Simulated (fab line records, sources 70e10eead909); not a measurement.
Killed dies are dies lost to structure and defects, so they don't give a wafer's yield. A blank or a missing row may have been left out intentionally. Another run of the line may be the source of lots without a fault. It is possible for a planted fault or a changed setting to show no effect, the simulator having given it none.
Struck lot and sound lot, side by side -- flow nand_harc -- 13 steps out of a route of 1159
Sound: wafers L695.1, L695.2, L695.3. Struck: wafers L701.1, L701.2, L701.4. The cause is named last.
For every step that has rows: the tool of each side, followed by ch and its chambers, followed by its first start. Under that, the readings that differ: sound wafers -- struck wafers -- difference of the means -- sigmas: that difference in standard deviations of wafers without a fault.
alike: a reading whose means differ by less than 2 such deviations, as well as words and numbers matching on both sides. not compared: withheld readings; readings where some wafer has no value; bounds like >300 that might hide an equal value; numbers whose values overlap and for which the record gives no deviation.
Wherever a step has rows on one side only, a row that says differs or no value, or a row with sigmas, the two part there. When numbers do not overlap yet have no deviation, they are printed without sigmas and do not part them. A reading missing from all wafers of one side parts the sides only when that side holds two or more wafers.

NHARC_A_M0_PRE_CLEAN_29: time 30 s.
  sound on pvd_sputter-01; struck on pvd_sputter-03
  alike: heater_power_w
then, 1 step without rows for these wafers: NHARC_A_M0_PVD_20 (deposits TaN, target thk 5 nm, time 8.06 s).
NHARC_A_M0_PVD_21: deposits Cu, target thk 30 nm, time 20.49 s.
  sound on pvd_sputter-01; struck on pvd_sputter-03
  alike: throttle_valve_pct
then, 1 step without rows for these wafers: NHARC_A_M0_ECD_22 (material Cu, target thk 400 nm).
NHARC_A_M0_ANNEAL_30: time 90 s.
  sound on rtp_anneal-01 ch 0, day 17 09:36; struck on rtp_anneal-02 ch 0, day 19 12:44
  alike: wafer_temp_C_max
NHARC_A_M0_CMP_23: polishes, t overpolish 20 s, target thk 113.75 nm.
  sound on cmp-02 ch 1,2,3, day 17 09:57; struck on cmp-01 ch 1,2,3, day 19 13:07
  alike: motor_current_A, time_to_endpoint_s
NHARC_A_M0_THK_MEAS_24: measures by xrf.
  sound on film_metro-02 at day 17 10:16; struck on film_metro-02 at day 19 13:24
  alike: thk_nm
then, 1 step without rows for these wafers: NHARC_A_M0_SRD_25.
NHARC_A_M0_INSPECT_27:
  sound on defect_inspect-01 at day 17 10:25; struck on defect_inspect-02 at day 19 13:34
  alike: raw_defect_count
then, 1 step without rows for these wafers: NHARC_A_M0_PRE_CLEAN_31 (time 12 s).
NHARC_A_M0_DEP_32: deposits SiCN, target thk 30 nm.
  sound on pecvd-02 ch 0,1,2, day 17 10:34; struck on pecvd-01 ch 1,2, day 19 13:43
  alike: chamber_pressure_Torr, heater_power_outer_w, heater_power_w
NHARC_A_M1_DEP_00: deposits SiOC, target thk 182.5 nm.
  sound on pecvd-03 ch 0,1,2, day 17 10:59; struck on pecvd-02 ch 0,1, day 19 14:10
  no value came back on the struck wafers for chamber_pressure_Torr (Torr), rf_fwd_power_W (W); on the sound wafers chamber_pressure_Torr (Torr) reads 5.006 4.993 4.998
then, 1 step without rows for these wafers: NHARC_A_M1_DEHYDRATE_01 (time 120 s).

WHERE THEY PART
Within this record, at NHARC_A_M1_DEP_00 only.

WHY: whatever the simulator had introduced
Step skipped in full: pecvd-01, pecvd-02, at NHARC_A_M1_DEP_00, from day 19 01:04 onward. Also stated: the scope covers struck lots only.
